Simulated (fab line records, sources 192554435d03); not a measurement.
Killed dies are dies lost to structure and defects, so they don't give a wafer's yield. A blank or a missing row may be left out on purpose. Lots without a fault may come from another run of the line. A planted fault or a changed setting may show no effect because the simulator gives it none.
One fault seen from 2 desks | flow n5_finfet | each desk has only its own numbers; what lay behind them comes last

THE METROLOGY DESK
What the gauges read, lot by lot, whatever tool the lot ran on: means of the sampled wafers that have a number. A lot is out of limits, marked OUT, if its mean lies more than 4 standard deviations from the usual mean; the brackets give that distance. Of its 11 readings 7 are shown: those that lie furthest out on some lot.
Columns: A = DIBL_N at N5_BEOL_M4_RC_MEAS_101, usual 37.0 mV/V; B = DIBL_P at N5_BEOL_M4_RC_MEAS_101, usual 37.3 mV/V; C = IOFF_N at N5_BEOL_M4_RC_MEAS_101, usual 0.17 nA/um; D = IOFF_P at N5_BEOL_M4_RC_MEAS_101, usual 0.23 nA/um; E = SS_P at N5_BEOL_M4_RC_MEAS_101, usual 73.6 mV/dec; F = VT_N at N5_BEOL_M4_RC_MEAS_101, usual 249 mV; G = VT_P at N5_BEOL_M4_RC_MEAS_101, usual -250 mV
lot  | first seen here | A    | B    | C    | D    | E    | F   | G
L442 | day 3 05:41     | 37.6 | 38.5 | 0.20 | 0.25 | 74.0 | 249 | -248
L447 | day 4 13:32     | 35.6 | 37.0 | 0.14 | 0.19 | 73.1 | 251 | -253
L450 | day 5 04:20     | 37.3 | 36.8 | 0.18 | 0.26 | 73.4 | 249 | -246
L451 | day 5 10:40     | 35.9 | 34.9 | 0.14 | 0.22 | 73.4 | 252 | -249
L459 | day 7 09:29     | 32.6 | 34.3 | 0.12 | 0.15 | 72.6 | 253 | -256
L461 | day 8 00:01     | 34.8 | 35.2 | 0.13 | 0.17 | 72.6 | 254 | -254
This desk's finding: nothing out of limits on any of the 6 lots.

THE TOOL OWNER'S DESK: rie_si-01
The tool's own readings at N5_DUMMY_GATE_ETCH_23 (etches poly-Si in HBr/Cl2/O2, target depth 41 nm, time 22.3 s): means of the sampled wafers that have a number, for each lot that ran on this tool. A lot is out of limits, marked OUT, if its mean lies more than 4 standard deviations from the usual mean; the brackets give that distance.
Columns: A = drypump_motor_current_A at N5_DUMMY_GATE_ETCH_23, usual 5.7 A; B = he_backside_leak_sccm at N5_DUMMY_GATE_ETCH_23, usual 2.8 sccm; C = mfc_cl2_sccm at N5_DUMMY_GATE_ETCH_23, usual 79.97 sccm; D = oes_o_777_au at N5_DUMMY_GATE_ETCH_23, usual 1.01 a.u.; E = oes_product_au at N5_DUMMY_GATE_ETCH_23, usual 1.003 a.u.; F = throttle_valve_pct at N5_DUMMY_GATE_ETCH_23, usual 37.4 %
lot  | first seen here | A   | B   | C     | D    | E     | F
L447 | day 4 14:03     | 6.1 | 3.1 | 79.75 | 0.95 | 1.085 | 37.4
L450 | day 5 04:48     | 5.7 | 3.1 | 79.97 | 0.93 | 1.074 | 37.3
L461 | day 8 00:20     | 5.7 | 3.1 | 80.02 | 0.93 | 0.998 | 37.2
This desk's finding: nothing out of limits on any of the 3 lots.

PUT TOGETHER
The metrology desk saw nothing out of limits.
The tool owner's desk saw nothing out of limits.

WHAT THE SIMULATOR HAD PUT IN
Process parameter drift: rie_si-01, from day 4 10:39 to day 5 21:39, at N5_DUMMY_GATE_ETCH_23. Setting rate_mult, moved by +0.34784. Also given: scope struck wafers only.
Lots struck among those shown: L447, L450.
